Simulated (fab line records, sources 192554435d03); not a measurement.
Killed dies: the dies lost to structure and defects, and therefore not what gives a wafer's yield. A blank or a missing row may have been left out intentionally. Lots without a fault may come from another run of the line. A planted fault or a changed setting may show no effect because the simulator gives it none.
fab line records + flow n5_finfet
[record]
- lots = 5
- wafers = 14
- last_day = 16
route steps=1938 shown BEOL_M2@889 BEOL_M4@1111 PASSIVATION@1936
lots that met no fault: taken from a fault-free run of the same line
start_h: start of the lot's first displayed wafer, in hours after the record's first day + wait_h: how many hours have passed since the lot's step before this one + " same as the row above + L1.1+2: a row that stands for several wafers + - value missing, or start not given + * or withheld: withheld + < > ~ a bound
route shown NAME@n: a module of which the file shows steps, and the number in the route of the first + usual: average and standard deviation across the fault-free wafers + same: alike in all rows + chamber/n: place in a boat + sites: per-site readings + _std_site: standard deviation across them + _edge_site: inner sites' mean taken away from outer sites' mean + radius_mm: how far each site lies from the wafer's centre + mask NAME#n: copy n + behind: the most recent tool/chamber to have shaped the wafer + hold: the reason the lot was held/the length of the hold in hours/how it ended + device: names the non-switching transistor (n, p or np) + end of line: tests of these same wafers at the route's end + a step without rows: its recipe alone + killed: count of dies lost to structure and defects at first sort (not the wafer's yield) + map: shows each die of a wafer: x if killed, . if not, _ if none is there
set.NAME: the setting that was run; set.NAME@STEP: the one run at that earlier step + model.NAME: the simulator's own value behind a step, which no gauge read
lots at selected steps of the route; one table per step, one row per wafer
services: a tool's chamber out of use, with start hour (start_h, from the record's first day; less than 0 if before it), hours out, and reason
[[steps]]
[step N5_BEOL_M2_STRIP_36]
[recipe]
- chemistry = N2/H2
- power_w = 450
- temp_c = 40
- pressure_mtorr = 20
- rf_frequency_hz = 6e+07
- overash_fraction = 0.3
- bias_power_w = 7
- h2_frac = 0.5
- n2_flow_sccm = 200
- h2_flow_sccm = 200
[step N5_BEOL_M2_TRENCH_ETCH_37]
[recipe]
- chemistry = C4F6/O2
- target_depth_a = 555.55
- target = SiOC
- time_s = 29.2
- ion_energy_ev = 250
- pressure_mtorr = 30
- source_w = 355
- bias_w = 185
- Ar_flow_sccm = 300
- C4F6_flow_sccm = 10
- O2_flow_sccm = 10
[step N5_BEOL_M2_ETCH_41]
[recipe]
- chemistry = CH3F/O2
- target = SiCN
- target_depth_a = 299
- taper_deg = 2
- time_s = 52.5
- ion_energy_ev = 120
- mask_material = TiN
- pressure_mtorr = 30
- source_w = 395
- bias_w = 75
- Ar_flow_sccm = 150
- CH3F_flow_sccm = 30
- O2_flow_sccm = 20
[step N5_BEOL_M2_STRIP_97]
[recipe]
- chemistry = N2/H2
- time_s = 10
- power_w = 450
- temp_c = 40
- pressure_mtorr = 20
- rf_frequency_hz = 6e+07
- bias_power_w = 7
- n2_flow_sccm = 200
- h2_flow_sccm = 200
[step N5_BEOL_M2_HM_STRIP_39]
[recipe]
- chemistry = peroxide_tin_strip
- material = TiN
- target_depth_a = 250
- temp_c = 50
- time_s = 158
[step N5_BEOL_M2_SRD_40]
[recipe]
- time_s = 30
- temp_c = 23
- rinse_liquid = diw
- dry = ipa_marangoni
[step N5_BEOL_M2_PRECLEAN_42]
[recipe]
- chemistry = residue_remover
- time_s = 60
- temp_c = 40
[step N5_BEOL_M2_SRD_43]
[recipe]
- time_s = 30
- temp_c = 23
- rinse_liquid = diw
- dry = ipa_marangoni
[step N5_BEOL_M2_DEGAS_44]
[recipe]
- ambient = vacuum
- temp_c = 250
- time_s = 60
[step N5_BEOL_M2_PRE_CLEAN_45]
[recipe]
- gas = H2/He
- time_s = 30
- temp_c = 250
[step N5_BEOL_M2_ALD_84]
[recipe]
- material = TaN
- target_thk_a = *
- temp_c = 275
- ald_precursor_family = PDMAT
- ald_co_reactant = NH3
- pressure_torr = 3
- carrier_flow_sccm = 1500
- pulse_time_s = 2
- purge_time_s = 3
- co_reactant_purge_time_s = 2
- co_reactant_pulse_time_s = 3
- ald_cycles = 30
- precursor_vessel_temp_c = 75
- precursor_vessel_pressure_torr = 26.25
- precursor_vessel_carrier_sccm = 1000
[usual]
- ald_cycles = 30/0
- heater_power_w = 415/35
| lot.wafer | tool         | chamber | start_h | wait_h | ald_cycles | heater_power_w | model.TaN_of_BEOL_M2_ALD_84.thk_nm |
|-----------|--------------|---------|---------|--------|------------|----------------|------------------------------------|
| L109.2    | ald_metal-03 | 2       | 169.94  | 0.0    | 30         | 427            | *                                  |
| L109.3    | "            | 1       | "       | "      | 30         | 384            | *                                  |
| L109.5    | "            | 2       | "       | "      | 30         | 418            | *                                  |
| L113.2    | ald_metal-03 | 3       | 222.85  | 0.0    | 30         | 409            | *                                  |
| L113.3    | "            | 0       | "       | "      | 47         | 448            | *                                  |
| L113.4    | "            | 1       | "       | "      | 30         | 387            | *                                  |
| L117.1    | ald_metal-03 | 0       | 225.27  | 0.0    | 30         | 449            | *                                  |
| L117.3    | "            | 3       | "       | "      | 47         | 411            | *                                  |
| L117.4    | "            | 1       | "       | "      | 30         | 383            | *                                  |
| L118.3    | ald_metal-03 | 1       | 234.88  | 0.1    | 47         | 399            | *                                  |
| L118.6    | "            | 3       | "       | "      | 30         | 404            | *                                  |
| L122.4    | ald_metal-01 | 2       | 262.79  | 0.2    | 30         | 456            | *                                  |
| L122.5    | "            | 3       | "       | "      | 30         | 421            | *                                  |
| L122.6    | "            | 2       | "       | "      | 30         | 464            | *                                  |
[step N5_BEOL_M2_SURFACE_TREAT_85]
[recipe]
- gas = Ar
- time_s = *
- ion_energy_ev = *
- ion_current_ma_cm2 = 0.5
- pressure_mtorr = *
- ar_flow_sccm = 30
[step N5_BEOL_M2_CVD_47]
[recipe]
- material = Co
- target_thk_a = 30
- temp_c = withheld
- precursor = CCTBA/H2
- pressure_torr = 30
- time_s = 223.8
[step N5_BEOL_M2_SPUTTER_48]
[recipe]
- material = Cu
- target_thk_a = 45
- temp_c = -20
- chamber_pressure_pa = 0.07
- power_w = withheld
- time_s = 8.29
[step N5_BEOL_M2_ANNEAL_49]
[recipe]
- temp_c = 400
- time_s = 240
- ambient = vacuum
[step N5_BEOL_M2_SPUTTER_79]
[recipe]
- material = Cu
- target_thk_a = 45
- temp_c = -20
- chamber_pressure_pa = 0.07
- power_w = withheld
- time_s = 8.29
[step N5_BEOL_M2_ANNEAL_80]
[recipe]
- temp_c = 400
- time_s = 240
- ambient = vacuum
[step N5_BEOL_M2_SPUTTER_81]
[recipe]
- material = Cu
- target_thk_a = 45
- temp_c = -20
- chamber_pressure_pa = 0.07
- power_w = withheld
- time_s = 8.29
[step N5_BEOL_M2_ANNEAL_82]
[recipe]
- temp_c = 400
- time_s = 240
- ambient = vacuum
[step N5_BEOL_M2_SPUTTER_86]
[recipe]
- material = Cu
- target_thk_a = 45
- temp_c = -20
- chamber_pressure_pa = 0.07
- power_w = withheld
- time_s = 8.29
[step N5_BEOL_M2_ANNEAL_87]
[recipe]
- temp_c = 400
- time_s = 240
- ambient = vacuum
[step N5_BEOL_M2_SPUTTER_88]
[recipe]
- material = Cu
- target_thk_a = 45
- temp_c = -20
- chamber_pressure_pa = 0.07
- power_w = withheld
- time_s = 8.29
[step N5_BEOL_M2_ANNEAL_89]
[recipe]
- temp_c = 400
- time_s = 240
- ambient = vacuum
[step N5_BEOL_M2_SPUTTER_90]
[recipe]
- material = Cu
- target_thk_a = 45
- temp_c = -20
- chamber_pressure_pa = 0.07
- power_w = withheld
- time_s = 8.29
[step N5_BEOL_M2_ANNEAL_91]
[recipe]
- temp_c = 400
- time_s = 240
- ambient = vacuum
[step N5_BEOL_M2_SPUTTER_92]
[recipe]
- material = Cu
- target_thk_a = 45
- temp_c = -20
- chamber_pressure_pa = 0.07
- power_w = withheld
- time_s = 8.29
[step N5_BEOL_M2_ANNEAL_93]
[recipe]
- temp_c = 400
- time_s = 240
- ambient = vacuum
[step N5_BEOL_M2_SPUTTER_94]
[recipe]
- material = Cu
- target_thk_a = 45
- temp_c = -20
- chamber_pressure_pa = 0.07
- power_w = withheld
- time_s = 8.29
[step N5_BEOL_M2_ANNEAL_95]
[recipe]
- temp_c = 400
- time_s = 240
- ambient = vacuum
[step N5_BEOL_M2_SPUTTER_96]
[recipe]
- material = Cu
- target_thk_a = 45
- temp_c = -20
- chamber_pressure_pa = 0.07
- power_w = withheld
- time_s = 8.29
[step N5_BEOL_M2_ECD_50]
[recipe]
- material = Cu
- target_thk_a = 3000
[step N5_BEOL_M2_ANNEAL_51]
[recipe]
- temp_c = 225
- time_s = 90
- ambient = N2
[step N5_BEOL_M2_CMP_52]
[recipe]
- stop_on = SiOC
- t_overpolish_s = 6.8
- down_force_psi = 1
- platen_rpm = 50
- clearing_platen_down_force_psi = 1.5
- clearing_platen_rpm = 50
- post_cmp_clean = cu_alkaline
- target_thk_nm = 40
- clearing_platen_pad_velocity_m_s = 0.99484
- pad_velocity_m_s = 0.99484
[step N5_BEOL_M2_PRE_CLEAN_60]
[recipe]
- gas = NH3/H2
- time_s = 15
- temp_c = *
- rf_power_w = 300
[step N5_BEOL_M2_CO_CAP_55]
[recipe]
- material = Co
- target_thk_a = 20
- temp_c = 200
- precursor = CCTBA/H2
- pressure_torr = 30
- time_s = 102.1
[step N5_BEOL_M2_PRE_CLEAN_56]
[recipe]
- gas = NH3
- time_s = 15
- temp_c = withheld
- rf_power_w = 300
[step N5_BEOL_M2_DEP_57]
[recipe]
- material = SiCN
- target_thk_a = 80
- temp_c = withheld
- precursor = 3MS/NH3
- pressure_torr = 3
- rf_w = 202
- time_s = 14
[step N5_BEOL_M4_RC_MEAS_101]
[usual]
- CHAIN_V1 = 234/9.7
- CHAIN_V1_max_site = 242/10
- DIBL_N = 36.9/1.7
- DIBL_P = 36.7/2.1
- IOFF_N = 0.17/0.032
- IOFF_P = 0.22/0.036
- ION_N = 674/12
- ION_P = 461/7
- SERP_M2 = 205/17
- SERP_M2_max_site = 218/19
- SS_N = 71.7/0.6
- SS_P = 73.4/0.67
- VT_N = 249/3.1
- VT_P = -250/3.2
| lot.wafer | tool      | chamber | start_h | wait_h | CHAIN_V1[ohm/link] | CHAIN_V1_max_site[ohm/link] | DIBL_N[mV/V] | DIBL_P[mV/V] | IOFF_N[nA/um] | IOFF_P[nA/um] | ION_N[uA/um] | ION_P[uA/um] | SERP_M2[ohm/um] | SERP_M2_max_site[ohm/um] | SS_N[mV/dec] | SS_P[mV/dec] | VT_N[mV] | VT_P[mV] |
|-----------|-----------|---------|---------|--------|--------------------|-----------------------------|--------------|--------------|---------------|---------------|--------------|--------------|-----------------|--------------------------|--------------|--------------|----------|----------|
| L109.2    | prober-01 | 0       | 197.12  | 0.2    | 219                | 225                         | 39.2         | 40.7         | 0.25          | 0.24          | 700          | 465          | 197             | 216                      | 73.1         | 74.6         | 244      | -252     |
| L109.3    | "         | 0       | "       | "      | 230                | 236                         | 36.3         | 36.8         | 0.16          | 0.19          | 663          | 442          | 209             | 220                      | 71.9         | 73.2         | 252      | -255     |
| L109.5    | "         | 0       | "       | "      | 221                | 229                         | 40.2         | 41.3         | 0.27          | 0.26          | 700          | 462          | 192             | 203                      | 72.8         | 74.4         | 243      | -250     |
| L113.2    | prober-01 | 0       | 248.76  | 0.2    | 231                | 235                         | 38.3         | 37.0         | 0.20          | 0.23          | 679          | 462          | 198             | 206                      | 71.8         | 73.1         | 247      | -250     |
| L113.3    | "         | 0       | "       | "      | 390                | 397                         | 40.8         | 41.3         | 0.25          | 0.31          | 694          | 471          | 311             | 331                      | 72.6         | 75.5         | 245      | -246     |
| L113.4    | "         | 0       | "       | "      | 232                | 241                         | 37.2         | 36.2         | 0.17          | 0.21          | 675          | 456          | 194             | 201                      | 71.5         | 73.8         | 249      | -249     |
| L117.1    | prober-01 | 0       | 249.71  | 0.0    | 233                | 241                         | 37.9         | 38.3         | 0.20          | 0.25          | 681          | 464          | 186             | 199                      | 71.8         | 73.7         | 247      | -251     |
| L117.3    | "         | 0       | "       | "      | 380                | 383                         | 37.7         | 37.7         | 0.20          | 0.24          | 686          | 467          | 281             | 306                      | 72.0         | 74.1         | 247      | -247     |
| L117.4    | "         | 0       | "       | "      | 240                | 245                         | 37.2         | 37.0         | 0.18          | 0.22          | 681          | 464          | 220             | 229                      | 70.8         | 73.4         | 248      | -248     |
| L118.3    | prober-01 | 0       | 257.39  | 0.3    | 373                | 391                         | 37.3         | 36.8         | 0.18          | 0.24          | 676          | 465          | 290             | 304                      | 71.6         | 73.5         | 246      | -248     |
| L118.6    | "         | 0       | "       | "      | 234                | 240                         | 38.5         | 37.4         | 0.21          | 0.25          | 681          | 461          | 204             | 222                      | 71.8         | 73.8         | 245      | -245     |
| L122.4    | prober-01 | 0       | 286.39  | 0.5    | 239                | 254                         | 35.7         | 35.6         | 0.16          | 0.24          | 680          | 468          | 213             | 225                      | 71.9         | 72.9         | 247      | -246     |
| L122.5    | "         | 0       | "       | "      | 232                | 241                         | 33.9         | 33.3         | 0.12          | 0.19          | 660          | 460          | 196             | 212                      | 71.3         | 72.2         | 254      | -249     |
| L122.6    | "         | 0       | "       | "      | 211                | 216                         | 37.7         | 38.0         | 0.19          | 0.28          | 698          | 472          | 178             | 192                      | 72.2         | 73.4         | 245      | -242     |
// sites CHAIN_V1 radius_mm=0,75,75,75,75,140,140,140,140
L109.2 225 219 224 214 220 217 215 221 214
L113.2 230 233 226 228 233 231 231 230 235
L117.1 233 241 236 235 240 233 226 224 228
L118.3 370 387 372 382 391 386 373 370 370
L122.4 233 236 238 239 246 254 237 246 246
// sites SERP_M2 radius_mm=0,75,75,75,75,140,140,140,140
L109.2 216 200 210 197 204 176 186 187 177
L113.2 203 204 192 194 199 198 194 195 206
L117.1 186 192 190 185 199 186 175 173 176
L118.3 290 304 283 294 298 290 261 266 274
L122.4 204 215 213 214 225 222 201 213 208
[step N5_PASSIVATION_PROBE_49]
[usual]
- defect_limited_yield = 91.7/1.5
- killed_at_M0_to_M3 = 32/9.6
- killed_at_M4_up = 13/5.3
- killed_at_contacts = 12/6.8
- killed_at_front_end = 36/9.8
- killed_at_other = 4/3.1
- killed_dies = 98/17
- killed_open = 65/13
- killed_short = 32/8.5
- sort_bin_4_leakage = 0.00/0.007
- sort_bin_5_function = 4.9/0.93
- sort_bin_6_memory = 3.2/0.67
- sort_bin_8_speed = 0.00/0.02
- sort_n_pass = 1082/17
[same]
- gross_dies = 1180
- killed_at_back_side = 0
| lot.wafer | tool      | chamber | start_h | wait_h | defect_limited_yield[%] | killed_at_M0_to_M3 | killed_at_M4_up | killed_at_contacts | killed_at_front_end | killed_at_other | killed_dies | killed_open | killed_short | sort_bin_4_leakage[%] | sort_bin_5_function[%] | sort_bin_6_memory[%] | sort_bin_8_speed[%] | sort_n_pass |
|-----------|-----------|---------|---------|--------|-------------------------|--------------------|-----------------|--------------------|---------------------|-----------------|-------------|-------------|--------------|-----------------------|------------------------|----------------------|---------------------|-------------|
| L109.2    | prober-01 | -       | 306.43  | 0.1    | 91.3                    | 30                 | 23              | 10                 | 36                  | 4               | 103         | 71          | 30           | 0                     | 4.7                    | 3.6                  | 0                   | 1077        |
| L109.3    | prober-01 | -       | 306.48  | 0.1    | 91.6                    | 26                 | 15              | 19                 | 33                  | 6               | 99          | 73          | 25           | 0                     | 5.5                    | 2.4                  | 0                   | 1081        |
| L109.5    | prober-01 | -       | 306.58  | 0.2    | 91.4                    | 30                 | 10              | 15                 | 42                  | 4               | 101         | 65          | 35           | 0.08                  | 4.8                    | 3.6                  | 0                   | 1078        |
| L117.1    | prober-01 | -       | 346.13  | 0.0    | 92.0                    | 33                 | 12              | 6                  | 40                  | 3               | 94          | 54          | 40           | 0                     | 4.4                    | 3.2                  | 0                   | 1086        |
| L117.3    | prober-01 | -       | 346.23  | 0.1    | 90.8                    | 30                 | 14              | 8                  | 51                  | 6               | 109         | 62          | 45           | 0                     | 4.5                    | 4.4                  | 0.08                | 1071        |
| L117.4    | prober-01 | -       | 346.28  | 0.2    | 95.4                    | 11                 | 12              | 13                 | 16                  | 2               | 54          | 37          | 17           | 0                     | 2.5                    | 2.0                  | 0                   | 1126        |
| L113.2    | prober-02 | -       | 359.20  | 0.1    | 89.3                    | 33                 | 7               | 7                  | 61                  | 18              | 126         | 76          | 50           | 0                     | 6.7                    | 3.8                  | 0                   | 1054        |
| L113.3    | prober-02 | -       | 359.25  | 0.1    | 92.4                    | 42                 | 12              | 3                  | 26                  | 7               | 90          | 55          | 28           | 0                     | 4.5                    | 2.6                  | 0.51                | 1090        |
| L113.4    | prober-02 | -       | 359.30  | 0.2    | 90.1                    | 36                 | 17              | 10                 | 50                  | 4               | 117         | 81          | 36           | 0                     | 5.8                    | 3.7                  | 0                   | 1063        |
| L118.3    | prober-02 | -       | 361.10  | 1.0    | 91.1                    | 31                 | 22              | 6                  | 38                  | 8               | 105         | 69          | 32           | 0                     | 5.0                    | 3.4                  | 0.34                | 1075        |
| L118.6    | prober-02 | -       | 361.25  | 1.2    | 91.0                    | 31                 | 20              | 9                  | 40                  | 6               | 106         | 72          | 34           | 0                     | 5.7                    | 3.1                  | 0                   | 1074        |
| L122.4    | prober-02 | -       | 389.11  | 0.2    | 90.3                    | 39                 | 14              | 14                 | 43                  | 5               | 115         | 70          | 45           | 0                     | 5.9                    | 3.7                  | 0                   | 1065        |
| L122.5    | prober-02 | -       | 389.16  | 0.2    | 89.6                    | 49                 | 19              | 14                 | 30                  | 11              | 123         | 69          | 51           | 0                     | 5.0                    | 4.3                  | 0.08                | 1057        |
| L122.6    | prober-02 | -       | 389.21  | 0.3    | 92.4                    | 28                 | 12              | 6                  | 40                  | 4               | 90          | 57          | 32           | 0                     | 4.1                    | 3.5                  | 0                   | 1090        |
// killed by level:class
L109.2 BEOL_M4:geometric_particle:open=10 STI_FIN_REVEAL:geometric_particle:open=9 BEOL_M1:geometric_particle:open=8 BEOL_M3:geometric_particle:open=8 FIN_SAQP:geometric_particle:short=7 MOL_CONTACT_COAG:geometric_particle:open=7 BEOL_M0_SAQP:geometric_particle:open=6 DUMMY_GATE:geometric_particle:open=5
L109.3 MOL_CONTACT_COAG:geometric_particle:open=18 BEOL_M0_SAQP:geometric_particle:open=11 STI_FIN_REVEAL:geometric_particle:open=8 BEOL_M3:geometric_particle:open=7 BEOL_M4:geometric_particle:open=7 DUMMY_GATE:geometric_particle:open=6 FIN_SAQP:geometric_particle:open=5 FIN_SAQP:geometric_particle:short=5
L109.5 MOL_CONTACT_COAG:geometric_particle:open=14 FIN_SAQP:geometric_particle:short=11 BEOL_M0_SAQP:geometric_particle:open=9 BEOL_M0_SAQP:geometric_particle:short=8 FIN_SAQP:geometric_particle:open=7 GATE_CUT:geometric_particle:open=7 GATE_CUT:geometric_particle:short=6 BEOL_M1:geometric_particle:open=5
L117.1 STI_FIN_REVEAL:geometric_particle:open=12 BEOL_M0_SAQP:geometric_particle:open=11 BEOL_M0_SAQP:geometric_particle:short=9 BEOL_M3:geometric_particle:open=7 BEOL_M4:geometric_particle:open=7 FIN_SAQP:geometric_particle:short=5 MOL_CONTACT_COAG:geometric_particle:open=5 STARTING-WAFER:geometric_particle:short=5
L117.3 STI_FIN_REVEAL:geometric_particle:open=14 FIN_SAQP:geometric_particle:short=10 FIN_SAQP:geometric_particle:open=8 BEOL_M0_SAQP:geometric_particle:short=8 BEOL_M2:geometric_particle:open=7 BEOL_M4:geometric_particle:open=7 MOL_CONTACT_COAG:geometric_particle:open=5 BEOL_M1:geometric_particle:short=5
L117.4 MOL_CONTACT_COAG:geometric_particle:open=10 BEOL_M4:geometric_particle:open=6 MOL_CONTACT_COAG:geometric_particle:short=3 BEOL_M0_SAQP:geometric_particle:open=3 BEOL_M2:geometric_particle:open=3 FIN_SAQP:geometric_particle:open=2 STI_FIN_REVEAL:geometric_particle:open=2 ILD0:geometric_particle:short=2
L113.2 MIM_TOP_ETCH:geometric_particle:short=12 FIN_SAQP:geometric_particle:short=11 FIN_SAQP:geometric_particle:open=10 GATE_CUT:geometric_particle:open=10 BEOL_M3:geometric_particle:open=10 GATE_CUT:geometric_particle:short=8 STI_FIN_REVEAL:geometric_particle:open=7 MOL_CONTACT_COAG:geometric_particle:open=6
L113.3 BEOL_M2:geometric_particle:open=10 BEOL_M0:geometric_particle:open=8 FIN_SAQP:geometric_particle:short=6 BEOL_M2:area_ecd=6 BEOL_M1:geometric_particle:open=5 BEOL_M4:geometric_particle:open=5 GATE_CUT:geometric_particle:short=4 BEOL_M0_SAQP:geometric_particle:short=4
L113.4 GATE_CUT:geometric_particle:short=11 FIN_SAQP:geometric_particle:open=9 FIN_SAQP:geometric_particle:short=9 MOL_CONTACT_COAG:geometric_particle:open=9 BEOL_M2:geometric_particle:open=9 GATE_CUT:geometric_particle:open=8 BEOL_M4:geometric_particle:open=8 BEOL_M3:geometric_particle:open=7
L118.3 BEOL_M4:geometric_particle:open=11 STI_FIN_REVEAL:geometric_particle:open=10 BEOL_M3:geometric_particle:open=9 BEOL_M2:geometric_particle:open=8 MOL_CONTACT_COAG:geometric_particle:open=6 FIN_SAQP:geometric_particle:short=5 FIN_SAQP:geometric_particle:open=5 BEOL_M2:area_ecd=4
L118.6 FIN_SAQP:geometric_particle:short=16 FIN_SAQP:geometric_particle:open=15 MOL_CONTACT_COAG:geometric_particle:open=9 BEOL_M4:geometric_particle:open=9 BEOL_M0:geometric_particle:open=7 BEOL_M6:geometric_particle:open=6 BEOL_M0_SAQP:geometric_particle:open=5 BEOL_M0_SAQP:geometric_particle:short=5
L122.4 BEOL_M0_SAQP:geometric_particle:open=16 MOL_CONTACT_COAG:geometric_particle:open=12 BEOL_M0_SAQP:geometric_particle:short=12 FIN_SAQP:geometric_particle:short=11 FIN_SAQP:geometric_particle:open=9 STI_FIN_REVEAL:geometric_particle:open=7 STI_FIN_REVEAL:geometric_particle:short=4 BEOL_M4:geometric_particle:open=4
L122.5 BEOL_M0_SAQP:geometric_particle:open=16 BEOL_M0_SAQP:geometric_particle:short=14 MOL_CONTACT_COAG:geometric_particle:open=10 BEOL_M4:geometric_particle:open=10 BEOL_M2:geometric_particle:open=8 FIN_SAQP:geometric_particle:short=5 STI_FIN_REVEAL:geometric_particle:open=5 MIM_BOT:geometric_particle:short=5
L122.6 FIN_SAQP:geometric_particle:short=9 BEOL_M2:geometric_particle:open=9 STI_FIN_REVEAL:geometric_particle:open=8 BEOL_M0_SAQP:geometric_particle:short=6 FIN_SAQP:geometric_particle:open=5 BEOL_M1:geometric_particle:open=5 MOL_CONTACT_COAG:geometric_particle:open=5 BEOL_M0_SAQP:geometric_particle:open=4
// map L113.2 (x killed, . not)
_________________.x...x......________________
______________.......x....x...x._____________
___________..x.....................__________
__________........x....x......x....._________
________.........................xx..x_______
_______..x...x..x......x.........x..xxx______
______.................................x_____
_____................x................x..____
____........x...............x..x...x.x...x___
___x..x........................x.x.........__
___.x..........x..x..x......x........x....x__
__x..x..........................x.....x.x.x._
__............................x.......x....._
_........................................x...
_.......x.x..x.................x.............
_......x..xx........x.....xx..x....x....x.x..
_.................xx......xx.........x.......
_....x...................x.............x...x.
_.......x...x..........x...x.x...............
_............x..x............................
_.........x.x....x..x......x................x
__..............x.x........................._
__.....x.....x................x.x.......x..._
___x...xx..........x....x.x.......x........__
___...............x.........x...x..........__
____......................................___
_____......x................x..........x.____
______.x.x.............................._____
_______......x..x...............x......______
________...x.............x......x.x..._______
__________xx..x....x................_________
___________......x.....x.....x.....__________
______________...........xx....._____________
_________________.x.....xx...________________
// map L117.3 (x killed, . not)
_________________............________________
______________.............x...._____________
___________x...x..................x__________
__________..x.........x............._________
________......x.x.xx.................._______
_______...x...xx.x.....................______
______.x.....x....x.........x....x.xx..._____
_____..........................x......x..____
____.x.........x............x......x.x..x.___
___...................x.............x......__
___........x....x.....x.......x...xx.......__
__..............................x....x....x._
__.......x.....x............................_
_.........................x.x.x.........x....
_........x....x.....x.........x.............x
_.................x.......x.....x............
_.........x..............x.x.................
_........x..x...........x......x......x......
_..........................x..........x......
_..x...........x.........xx...............x..
_...............x.............x..............
__x..x.x.x...x.............................._
__..x.......x...........................x..._
___....x....x...........x......x...........__
___.......x...x...x............x...........__
____...xx............x....x...............___
_____..........x.................x.......____
______............................x....._____
_______............x...................______
________...x..............xx.........._______
__________....x....x...xx.........x._________
___________..............x...x.....__________
______________..x.....x........x_____________
_________________........x...________________
[[services]]
| tool         | chamber | start_h | hours | kind        |
|--------------|---------|---------|-------|-------------|
| ald_metal-01 | 0       | 167.88  | -     | calibration |
| ald_metal-03 | 2       | 184.91  | 2.0   | repair      |
| ald_metal-01 | -       | 253.21  | 8.7   | pm          |
[[key]]
[first_sign]
- step = N5_BEOL_M2_ALD_84
- reading = ald_cycles
- direction = up
- sigmas = 99+
- usual = *
- struck = *
[effect]
- step = N5_BEOL_M4_RC_MEAS_101
- reading = CHAIN_V1
- direction = up
- sigmas = 15
- usual = 234
- struck = 381
[effect]
- step = N5_BEOL_M4_RC_MEAS_101
- reading = SERP_M2
- direction = up
- sigmas = 5.3
- usual = 205
- struck = 294
[effect]
- step = N5_BEOL_M4_RC_MEAS_101
- reading = CHAIN_V1_max_site
- direction = up
- sigmas = 14
- usual = 242
- struck = 390
[effect]
- step = N5_BEOL_M4_RC_MEAS_101
- reading = SERP_M2_max_site
- direction = up
- sigmas = 5.2
- usual = 218
- struck = 314
[effect]
- step = N5_PASSIVATION_PROBE_49
- reading = sort_bin_8_speed
- direction = up
- sigmas = 3.6
- usual = 0.00
- struck = 0.31
- wafers_moved = 2
[model_effect]
- step = N5_BEOL_M2_ALD_84
- value = TaN_of_BEOL_M2_ALD_84.thk_nm
- without = *
- struck = *
met_at N5_BEOL_M2_ALD_84
struck_wafers L113.3,L117.3,L118.3
onset_between 169.94 222.85
[fault]
- kind = process_parameter_drift
- tool = ald_metal-03
- chamber = -
- onset_h = 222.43
- steps = N5_BEOL_M2_ALD_84
- channel = ald_cycles
- offset = *
- shape = step
- end_h = 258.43
- scope = struck_wafers_only
- acts_in = *
- stated = *
